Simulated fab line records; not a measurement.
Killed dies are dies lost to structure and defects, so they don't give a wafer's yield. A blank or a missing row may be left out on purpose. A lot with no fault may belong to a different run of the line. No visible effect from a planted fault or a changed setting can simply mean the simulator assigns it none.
fab line records + flow nandHarc
record
- lots=13
- wafers=39
- lastDay=24
route steps=1159 shown A_STAIRCASE@616 THIN_TSV@1103 END@1159
lots with no fault: from the same line, run without faults
startH: hours from the record's first day to the start of the lot's first wafer shown + waitH: hours elapsed since this lot's preceding step + " as in the row above + L1.1+2: one row covering several wafers at once + - no value present, or no start provided + * or withheld: withheld + < > ~ a bound
route shown NAME@n: names a module that has steps shown in the file, with the first one's number in the route + usual: average and standard deviation across the fault-free wafers + same: alike in all rows + chamber/n: place in a boat + sites: each site's reading + _std_site: standard deviation across them + _edge_site: inner sites' mean taken away from outer sites' mean + radiusMm: for every site, how far away it sits from the centre of the wafer + mask NAME#n: copy n + behind: tool/chamber where the wafer was last shaped + hold: the reason the lot was held/the length of the hold in hours/how it ended + device: transistor that didn't switch, given as n, p or np + end of line: tests run on the same wafers once the route is complete + a step without rows: its recipe alone + killed: count of dies lost to structure and defects at first sort (not the wafer's yield) + map: a wafer's dies, x killed, . not, _ none there
set.NAME: the setting that was run; set.NAME@STEP: the one run at that earlier step + model.NAME: the simulator's own value behind a step, which no gauge read
one table for each step of the route and one row for each wafer, over a sample of lots
services: a tool's chamber out of use, with start hour (startH, from the record's first day; less than 0 if before it), hours out, and reason
## steps
# step NHARC_A_STAIRCASE_TRIM_222
# recipe
- timeS=211.2
- o2FlowSccm=500
- arFlowSccm=0
- biasW=0
- chemistry=O2
# usual
- drypumpMotorCurrentA=5.9/0.37
- oesProductAu=0.998/0.0074
- rfVppV=57.7/0.92
- showerheadPlenumPTorr=3.55/0.16
- throttleValvePct=17.038/0.0092
| lot.wafer | tool       | chamber | startH | waitH | drypumpMotorCurrentA | oesProductAu | rfHoursCounterH | rfVppV | showerheadPlenumPTorr | throttleValvePct |
|-----------|------------|---------|--------|-------|----------------------|--------------|-----------------|--------|-----------------------|------------------|
| L484.2    | rieDiel-12 | 1       | 256.09 | -     | 5.9                  | 0.997        | 15              | 59.4   | 3.77                  | 17.038           |
| L484.3    | "          | 2       | "      | "     | 5.8                  | 0.997        | 16              | 57.5   | 3.57                  | 17.026           |
| L484.5    | "          | 0       | "      | "     | 5.7                  | 0.987        | -               | 57.8   | 3.80                  | 17.023           |
| L485.2    | rieDiel-12 | 1       | 256.63 | -     | 5.9                  | 0.998        | 16              | 58.4   | 3.77                  | 17.033           |
| L485.5    | "          | 3       | "      | "     | 5.5                  | 0.991        | -               | 58.7   | 3.68                  | 17.042           |
| L485.6    | "          | 0       | "      | "     | 5.8                  | 0.995        | -               | 58.0   | 3.80                  | 17.031           |
| L487.2    | rieDiel-12 | 0       | 261.18 | -     | 5.8                  | 0.989        | 17              | 58.4   | 3.80                  | 17.036           |
| L487.3    | "          | 1       | "      | "     | 5.9                  | 0.996        | 17              | 57.5   | 3.77                  | 17.042           |
| L487.4    | "          | 3       | "      | "     | 5.5                  | 1.010        | 18              | 57.7   | 3.68                  | 17.035           |
| L488.1    | rieDiel-05 | 0       | 271.47 | -     | 5.8                  | 1.000        | 35              | 57.1   | 3.59                  | 17.066           |
| L488.3    | "          | 1       | "      | "     | 5.9                  | 1.003        | 35              | 58.1   | 3.53                  | 17.055           |
| L488.2    | "          | 2       | "      | "     | 6.2                  | 1.006        | 38              | 58.2   | 3.70                  | 17.013           |
| L491.2    | rieDiel-02 | 0       | 281.15 | -     | 5.7                  | 0.995        | 42              | 55.6   | 3.33                  | 17.039           |
| L491.3    | "          | 2       | "      | "     | 5.3                  | 1.002        | 45              | 58.6   | 3.48                  | 17.039           |
| L491.5    | "          | 1       | "      | "     | 6.3                  | 1.001        | -               | 57.7   | 3.31                  | 17.034           |
| L490.1    | rieDiel-05 | 1       | 282.39 | -     | 5.9                  | 1.000        | 39              | 57.6   | 3.53                  | 17.045           |
| L490.2    | "          | 3       | "      | "     | 6.7                  | 0.998        | 35              | 57.9   | 3.52                  | 17.021           |
| L490.6    | "          | 0       | "      | "     | 5.8                  | 1.000        | -               | 57.4   | 3.59                  | 17.029           |
| L489.4    | rieDiel-05 | 3       | 286.49 | -     | 6.6                  | 0.993        | 37              | 57.3   | 3.52                  | 17.039           |
| L489.3    | "          | 0       | "      | "     | 5.8                  | 0.993        | 42              | 58.4   | 3.59                  | 17.042           |
| L489.2    | "          | 1       | "      | "     | 5.9                  | 0.990        | 42              | 58.6   | 3.53                  | 17.041           |
| L492.2    | rieDiel-12 | 2       | 295.32 | -     | 5.8                  | 0.994        | 31              | 57.6   | 3.56                  | 17.044           |
| L492.3    | "          | 3       | "      | "     | 5.5                  | 0.999        | 31              | 57.7   | 3.67                  | 17.040           |
| L492.5    | "          | 0       | "      | "     | 5.8                  | 0.991        | -               | 58.4   | 3.79                  | 17.028           |
| L493.4    | rieDiel-12 | 3       | 301.52 | -     | 5.5                  | 0.991        | 33              | 58.8   | 3.67                  | 17.044           |
| L493.2    | "          | 1       | "      | "     | 5.9                  | 1.000        | 32              | 59.3   | 3.76                  | 17.033           |
| L493.3    | "          | 2       | "      | "     | 5.8                  | 0.982        | 33              | 58.5   | 3.56                  | 17.034           |
| L494.1    | rieDiel-05 | 0       | 302.97 | -     | 5.8                  | 1.007        | 49              | 56.7   | 3.58                  | 17.037           |
| L494.2    | "          | 1       | "      | "     | 5.9                  | 1.007        | 49              | 57.7   | 3.52                  | 17.034           |
| L494.6    | "          | 0       | "      | "     | 5.8                  | 1.001        | -               | 56.8   | 3.58                  | 17.027           |
| L502.2    | rieDiel-05 | 1       | 354.29 | -     | 5.9                  | 1.001        | 2               | 58.2   | 3.51                  | 17.034           |
| L502.1    | "          | 2       | "      | "     | 6.2                  | 0.987        | 2               | 56.2   | 3.69                  | 17.024           |
| L502.4    | "          | 3       | "      | "     | 6.6                  | 0.995        | 3               | 59.6   | 3.50                  | 17.032           |
| L503.3    | rieDiel-05 | 1       | 358.88 | -     | 6.0                  | 1.006        | 4               | 58.4   | 3.51                  | 17.053           |
| L503.5    | "          | 0       | "      | "     | 5.8                  | 1.010        | -               | 57.6   | 3.57                  | 17.052           |
| L503.6    | "          | 1       | "      | "     | 5.9                  | 0.996        | -               | 59.5   | 3.51                  | 17.036           |
| L507.4    | rieDiel-02 | 1       | 381.93 | -     | 6.3                  | 1.003        | 16              | 57.8   | 3.30                  | 17.040           |
| L507.2    | "          | 2       | "      | "     | 5.3                  | 1.002        | 18              | 57.6   | 3.46                  | 17.027           |
| L507.1    | "          | 3       | "      | "     | 6.4                  | 1.006        | 19              | 58.0   | 3.30                  | 17.045           |
# step NHARC_THIN_TSV_THK_MEAS_02
# recipe
- thkMeasGauge=ir
# usual
- thkNm=2997/260
| lot.wafer | tool         | chamber | startH | waitH | thkNm |
|-----------|--------------|---------|--------|-------|-------|
| L487.2    | filmMetro-02 | -       | 439.38 | -     | 2489  |
| L487.3    | "            | -       | "      | "     | 2585  |
| L487.4    | "            | -       | "      | "     | 2708  |
| L484.2    | filmMetro-01 | -       | 440.57 | 0.2   | 2847  |
| L484.3    | "            | -       | "      | "     | 2829  |
| L484.5    | "            | -       | "      | "     | 2879  |
| L485.2    | filmMetro-02 | -       | 441.77 | -     | 3222  |
| L485.5    | "            | -       | "      | "     | 2757  |
| L485.6    | "            | -       | "      | "     | 3144  |
| L488.1    | filmMetro-01 | -       | 455.29 | 0.2   | 3300  |
| L488.2    | "            | -       | "      | "     | 2969  |
| L488.3    | "            | -       | "      | "     | 3232  |
| L491.2    | filmMetro-01 | -       | 464.46 | 0.2   | 3176  |
| L491.3    | "            | -       | "      | "     | 2921  |
| L491.5    | "            | -       | "      | "     | 3329  |
| L490.1    | filmMetro-02 | -       | 465.68 | 0.2   | 2771  |
| L490.2    | "            | -       | "      | "     | 2413  |
| L490.6    | "            | -       | "      | "     | 2374  |
| L489.2    | filmMetro-02 | -       | 473.33 | -     | 3132  |
| L489.3    | "            | -       | "      | "     | 2987  |
| L489.4    | "            | -       | "      | "     | 3038  |
| L493.2    | filmMetro-01 | -       | 474.53 | 0.2   | 2990  |
| L493.3    | "            | -       | "      | "     | 2959  |
| L493.4    | "            | -       | "      | "     | 2888  |
| L494.1    | filmMetro-01 | -       | 479.38 | -     | 3124  |
| L494.2    | "            | -       | "      | "     | 3168  |
| L494.6    | "            | -       | "      | "     | 3151  |
| L492.2    | filmMetro-02 | -       | 480.58 | -     | 2946  |
| L492.3    | "            | -       | "      | "     | 2829  |
| L492.5    | "            | -       | "      | "     | 3292  |
| L502.1    | filmMetro-01 | -       | 551.54 | 0.2   | 2942  |
| L502.2    | "            | -       | "      | "     | 2944  |
| L502.4    | "            | -       | "      | "     | 2668  |
| L503.3    | filmMetro-02 | -       | 552.75 | 0.2   | 3259  |
| L503.5    | "            | -       | "      | "     | 3035  |
| L503.6    | "            | -       | "      | "     | 2999  |
| L507.1    | filmMetro-01 | -       | 558.82 | -     | 2984  |
| L507.2    | "            | -       | "      | "     | 3571  |
| L507.4    | "            | -       | "      | "     | 3210  |
# step NHARC_THIN_TSV_CD_MEAS_12
# recipe
- targetCdNm=1000
- landingEnergyEv=500
# usual
- cdNm=1000.4/1.4
| lot.wafer | tool     | chamber | startH | waitH | cdNm   |
|-----------|----------|---------|--------|-------|--------|
| L487.2    | cdSem-02 | 0       | 440.43 | -     | 1002.6 |
| L487.3    | "        | 0       | "      | "     | 1001.9 |
| L487.4    | "        | 0       | "      | "     | 1002.4 |
| L484.2    | cdSem-01 | 0       | 441.73 | -     | 1000.6 |
| L484.3    | "        | 0       | "      | "     | 998.0  |
| L484.5    | "        | 0       | "      | "     | 998.6  |
| L485.2    | cdSem-01 | 0       | 442.99 | -     | 1002.3 |
| L485.5    | "        | 0       | "      | "     | 1001.8 |
| L485.6    | "        | 0       | "      | "     | 1001.0 |
| L488.1    | cdSem-01 | 0       | 456.34 | -     | 1001.1 |
| L488.2    | "        | 0       | "      | "     | 1000.8 |
| L488.3    | "        | 0       | "      | "     | 1001.0 |
| L491.2    | cdSem-03 | 0       | 465.51 | -     | 1001.8 |
| L491.3    | "        | 0       | "      | "     | 1003.1 |
| L491.5    | "        | 0       | "      | "     | 1003.3 |
| L490.1    | cdSem-02 | 0       | 466.73 | -     | 998.3  |
| L490.2    | "        | 0       | "      | "     | 1000.2 |
| L490.6    | "        | 0       | "      | "     | 999.8  |
| L489.2    | cdSem-01 | 0       | 474.26 | -     | 999.3  |
| L489.3    | "        | 0       | "      | "     | 999.1  |
| L489.4    | "        | 0       | "      | "     | 999.8  |
| L493.2    | cdSem-03 | 0       | 475.59 | -     | 1004.4 |
| L493.3    | "        | 0       | "      | "     | 1003.4 |
| L493.4    | "        | 0       | "      | "     | 1001.8 |
| L494.1    | cdSem-02 | 0       | 480.32 | -     | 1000.2 |
| L494.2    | "        | 0       | "      | "     | 999.0  |
| L494.6    | "        | 0       | "      | "     | 1000.1 |
| L492.2    | cdSem-02 | 0       | 481.62 | -     | 1000.0 |
| L492.3    | "        | 0       | "      | "     | 1000.6 |
| L492.5    | "        | 0       | "      | "     | 1000.2 |
| L502.1    | cdSem-02 | 0       | 552.59 | -     | 999.7  |
| L502.2    | "        | 0       | "      | "     | 1000.4 |
| L502.4    | "        | 0       | "      | "     | 1002.0 |
| L503.3    | cdSem-03 | 0       | 553.91 | -     | 998.8  |
| L503.5    | "        | 0       | "      | "     | 999.4  |
| L503.6    | "        | 0       | "      | "     | 998.5  |
| L507.1    | cdSem-02 | 0       | 559.90 | -     | 999.6  |
| L507.2    | "        | 0       | "      | "     | 999.2  |
| L507.4    | "        | 0       | "      | "     | 1000.2 |
# step NHARC_THIN_TSV_DESCUM_14
# recipe
- timeS=3
- o2FlowSccm=200
- arFlowSccm=0
- biasPowerW=0
- chemistry=O2
# usual
- drypumpMotorCurrentA=5.9/0.49
- oesProductAu=1.000/0.0063
- rfVppV=57.7/0.9
- showerheadPlenumPTorr=1.92/0.072
- throttleValvePct=11.312/0.0083
| lot.wafer | tool       | chamber | startH | waitH | drypumpMotorCurrentA | oesProductAu | rfHoursCounterH | rfVppV | showerheadPlenumPTorr | throttleValvePct |
|-----------|------------|---------|--------|-------|----------------------|--------------|-----------------|--------|-----------------------|------------------|
| L487.3    | rieDiel-07 | 2       | 440.61 | -     | 6.1                  | 0.996        | 2               | 56.8   | 1.95                  | 11.316           |
| L487.2    | "          | 3       | "      | "     | 5.8                  | 1.000        | 2               | 57.2   | 1.94                  | 11.327           |
| L487.4    | "          | 3       | "      | "     | 5.8                  | 1.001        | -               | 58.5   | 1.94                  | 11.303           |
| L484.3    | rieDiel-06 | 1       | 441.90 | -     | 5.4                  | 0.990        | 1               | 57.9   | 1.90                  | 11.315           |
| L484.2    | "          | 3       | "      | "     | 5.4                  | 0.986        | 1               | 57.5   | 1.90                  | 11.309           |
| L484.5    | "          | 0       | "      | "     | 5.9                  | 0.996        | -               | 57.9   | 1.81                  | 11.301           |
| L485.2    | rieDiel-11 | 3       | 443.18 | -     | 5.3                  | 1.000        | 8               | 59.8   | 1.86                  | 11.315           |
| L485.5    | "          | 0       | "      | "     | 6.4                  | 0.997        | -               | 56.5   | 1.83                  | 11.308           |
| L485.6    | "          | 1       | "      | "     | 6.5                  | 1.007        | -               | 56.4   | 1.93                  | 11.300           |
| L488.3    | rieDiel-11 | 1       | 456.50 | -     | 6.6                  | 1.006        | 8               | 57.6   | 1.93                  | 11.324           |
| L488.2    | "          | 2       | "      | "     | 6.0                  | 1.007        | 9               | 59.3   | 2.01                  | 11.318           |
| L488.1    | "          | 3       | "      | "     | 5.3                  | 1.001        | 9               | 58.2   | 1.86                  | 11.304           |
| L491.3    | rieDiel-07 | 2       | 465.67 | -     | 6.1                  | 1.007        | 5               | 58.2   | 1.95                  | 11.320           |
| L491.2    | "          | 3       | "      | "     | 5.8                  | 0.990        | 4               | 57.5   | 1.94                  | 11.303           |
| L491.5    | "          | 3       | "      | "     | 5.8                  | 0.992        | -               | 59.4   | 1.93                  | 11.307           |
| L490.1    | rieDiel-06 | 2       | 466.89 | -     | 6.4                  | 1.004        | 3               | 58.0   | 2.00                  | 11.320           |
| L490.2    | "          | 1       | "      | "     | 5.4                  | 0.992        | 3               | 57.9   | 1.90                  | 11.324           |
| L490.6    | "          | 3       | "      | "     | 5.3                  | 1.000        | -               | 56.8   | 1.90                  | 11.287           |
| L489.4    | rieDiel-11 | 1       | 474.42 | -     | 6.6                  | 1.004        | 10              | 57.4   | 1.93                  | 11.318           |
| L489.3    | "          | 2       | "      | "     | 6.0                  | 1.003        | 11              | 57.8   | 2.01                  | 11.308           |
| L489.2    | "          | 3       | "      | "     | 5.4                  | 0.997        | 11              | 58.4   | 1.86                  | 11.316           |
| L493.4    | rieDiel-11 | 1       | 475.75 | -     | 6.6                  | 0.995        | 11              | 56.8   | 1.93                  | 11.304           |
| L493.2    | "          | 2       | "      | "     | 6.0                  | 1.003        | 11              | 58.7   | 2.01                  | 11.303           |
| L493.3    | "          | 3       | "      | "     | 5.3                  | 1.003        | 11              | 58.9   | 1.86                  | 11.318           |
| L494.1    | rieDiel-07 | 2       | 480.48 | -     | 6.0                  | 0.991        | 6               | 58.1   | 1.95                  | 11.313           |
| L494.2    | "          | 0       | "      | "     | 4.8                  | 1.000        | 3               | 56.3   | 1.84                  | 11.326           |
| L494.6    | "          | 1       | "      | "     | 5.6                  | 0.997        | -               | 58.6   | 2.05                  | 11.317           |
| L492.2    | rieDiel-07 | 2       | 481.79 | -     | 6.1                  | 1.012        | 6               | 58.5   | 1.95                  | 11.304           |
| L492.3    | "          | 3       | "      | "     | 5.8                  | 0.996        | 6               | 57.7   | 1.93                  | 11.305           |
| L492.5    | "          | 2       | "      | "     | 6.1                  | 1.009        | -               | 59.4   | 1.95                  | 11.311           |
| L502.1    | rieDiel-11 | 3       | 552.75 | -     | 5.3                  | 0.995        | 0               | 56.5   | 1.86                  | 11.326           |
| L502.4    | "          | 0       | "      | "     | 6.3                  | 1.001        | 0               | 57.6   | 1.83                  | 11.311           |
| L502.2    | "          | 2       | "      | "     | 5.9                  | 1.007        | 0               | 58.7   | 2.01                  | 11.317           |
| L503.3    | rieDiel-11 | 0       | 554.06 | -     | 6.4                  | 1.009        | 0               | 55.7   | 1.83                  | 11.316           |
| L503.5    | "          | 0       | "      | "     | 6.4                  | 0.995        | -               | 58.2   | 1.83                  | 11.309           |
| L503.6    | "          | 1       | "      | "     | 6.6                  | 0.995        | -               | 55.5   | 1.93                  | 11.309           |
| L507.4    | rieDiel-11 | 0       | 560.06 | -     | 6.4                  | 1.009        | 1               | 56.2   | 1.83                  | 11.312           |
| L507.2    | "          | 2       | "      | "     | 6.0                  | 1.003        | 2               | 58.1   | 2.01                  | 11.320           |
| L507.1    | "          | 3       | "      | "     | 5.4                  | 0.994        | 1               | 56.2   | 1.86                  | 11.322           |
# step NHARC_END_SORT_01
# recipe
- tempC=25
# usual
- killedAtArray=29/12
- killedAtOther=0.7/1
- killedAtPeriphery=4/3.2
- killedDies=34/12
- killedOpen=3.4/2
- killedShort=1.8/1.3
# same
- grossDies=677
| lot.wafer | tool      | chamber | startH | waitH | killedAtArray | killedAtOther | killedAtPeriphery | killedDies | killedOpen | killedShort |
|-----------|-----------|---------|--------|-------|---------------|---------------|-------------------|------------|------------|-------------|
| L502.1    | prober-01 | 0       | 566.16 | 2.5   | 16            | 3             | 2                 | 21         | 4          | 1           |
| L502.2    | prober-01 | 0       | 566.97 | 2.8   | 104           | 2             | 2                 | 108        | 2          | 3           |
| L502.4    | prober-01 | 0       | 568.59 | 3.4   | 24            | 2             | 3                 | 29         | 4          | 5           |
| L503.3    | prober-02 | 0       | 575.53 | 3.1   | 130           | 3             | 2                 | 135        | 7          | 1           |
| L503.5    | prober-02 | 0       | 577.12 | 3.7   | 43            | 1             | 3                 | 47         | 7          | 0           |
| L503.6    | prober-02 | 0       | 577.92 | 4.0   | 154           | 2             | 1                 | 157        | 3          | 1           |
# killed by level:class
L502.1 A_CHANNEL_HOLE_D1:chamberFilmFlake=5 A_CONTACT:chamberFilmFlake=5 THIN_TSV:chamberFilmFlake=3 A_CONTACT:geometricParticle:open=2 P_M0:geometricParticle:open=1 A_WL_FILL:geometricParticle:open=1 A_CONTACT:geometricParticle:short=1 P_CONTACT:chamberFilmFlake=1
L502.2 A_STAIRCASE:unspecified=88 A_CHANNEL_HOLE_D1:chamberFilmFlake=8 A_CONTACT:chamberFilmFlake=3 THIN_TSV:chamberFilmFlake=2 A_CHANNEL_HOLE_D1:geometricParticle:short=1 A_CHANNEL_FILL_D1:geometricParticle:short=1 A_SGD_CUT:geometricParticle:short=1 A_WL_FILL:geometricParticle:open=1
L502.4 A_CHANNEL_HOLE_D1:chamberFilmFlake=7 A_CONTACT:chamberFilmFlake=6 A_STAIRCASE:chamberFilmFlake=5 A_CHANNEL_FILL_D1:geometricParticle:short=2 THIN_TSV:chamberFilmFlake=2 P_GATE:geometricParticle:short=1 P_M0:geometricParticle:short=1 P_M2:geometricParticle:open=1
L503.3 A_STAIRCASE:unspecified=87 A_CHANNEL_HOLE_D1:chamberFilmFlake=14 A_SLIT:chamberFilmFlake=13 A_STAIRCASE:chamberFilmFlake=7 A_CONTACT:geometricParticle:open=3 THIN_TSV:chamberFilmFlake=3 P_STI:geometricParticle:open=1 P_GATE:geometricParticle:open=1
L503.5 A_SLIT:chamberFilmFlake=19 A_CHANNEL_HOLE_D1:chamberFilmFlake=12 A_STAIRCASE:chamberFilmFlake=5 P_GATE:geometricParticle:open=2 A_CONTACT:geometricParticle:open=2 A_M0:geometricParticle:open=2 A_CONTACT:chamberFilmFlake=2 P_M0:geometricParticle:open=1
L503.6 A_STAIRCASE:unspecified=89 A_CHANNEL_HOLE_D1:chamberFilmFlake=29 A_SLIT:chamberFilmFlake=20 A_STAIRCASE:chamberFilmFlake=10 THIN_TSV:chamberFilmFlake=2 P_GATE:geometricParticle:open=1 A_SOURCE_PLATE:geometricParticle:open=1 A_WL_FILL:geometricParticle:open=1
## services
| tool       | chamber | startH | hours | kind   |
|------------|---------|--------|-------|--------|
| rieDiel-06 | -       | 241.20 | 9.0   | pm     |
| rieDiel-02 | 2       | 269.84 | 3.8   | repair |
| rieDiel-06 | 3       | 286.73 | 50.1  | repair |
| rieDiel-02 | 1       | 290.03 | 6.3   | repair |
| rieDiel-06 | -       | 296.06 | 0.5   | repair |
| rieDiel-02 | -       | 328.07 | 9.0   | pm     |
| rieDiel-12 | 2       | 339.80 | 17.4  | repair |
| rieDiel-05 | -       | 340.66 | 9.0   | pm     |
| rieDiel-07 | 2       | 343.14 | 2.7   | repair |
| rieDiel-05 | 2       | 360.06 | 14.7  | repair |
| rieDiel-11 | -       | 366.56 | 9.0   | pm     |
| rieDiel-06 | 2       | 373.06 | 2.2   | repair |
| rieDiel-12 | -       | 379.51 | 9.0   | pm     |
| rieDiel-07 | -       | 405.20 | 9.0   | pm     |
| rieDiel-06 | -       | 418.20 | 9.0   | pm     |
| rieDiel-07 | 0       | 432.15 | 26.6  | repair |
| rieDiel-12 | 1       | 457.41 | 21.9  | repair |
| rieDiel-11 | -       | 458.15 | 0.8   | repair |
| rieDiel-07 | -       | 478.60 | 0.2   | repair |
| rieDiel-07 | 2       | 496.16 | 5.7   | repair |
| rieDiel-05 | -       | 517.66 | 9.0   | pm     |
| rieDiel-11 | 1       | 531.04 | 2.8   | repair |
| rieDiel-11 | -       | 543.56 | 9.0   | pm     |
| rieDiel-12 | -       | 556.54 | 9.0   | pm     |
## key
firstSign
- step=NHARC_END_SORT_01
- reading=killedDies
- direction=up
- sigmas=8.5
- usual=34
- struck=133
effect
- step=NHARC_END_SORT_01
- reading=killedAtArray
- direction=up
- sigmas=8.3
- usual=29
- struck=129
moreKillsBornAt
- NHARC_A_STAIRCASE_TRIM_222@rieDiel-05=258
metAt NHARC_A_STAIRCASE_TRIM_222
struckLots L502,L503
struckWafers L502.2,L503.3,L503.6
testerLeftOut L502,L503
notActingAt NHARC_THIN_TSV_THK_MEAS_02,NHARC_THIN_TSV_CD_MEAS_12,NHARC_THIN_TSV_DESCUM_14
onsetBetween 302.97 354.29
fault
- kind=chamberParticleSource
- tool=rieDiel-05
- chamber=1
- onsetH=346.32
- steps=NHARC_A_STAIRCASE_TRIM_222
- ratePerVisitCm2=1.5569
- endH=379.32
# testerLeftOut: of these lots the tester's yield and bins aren't shown, on N5 and GAA mostly nor the transistor test; their killed dies are dies lost to structure and defects alone, not to doping, threshold or leakage, so they don't give the yield
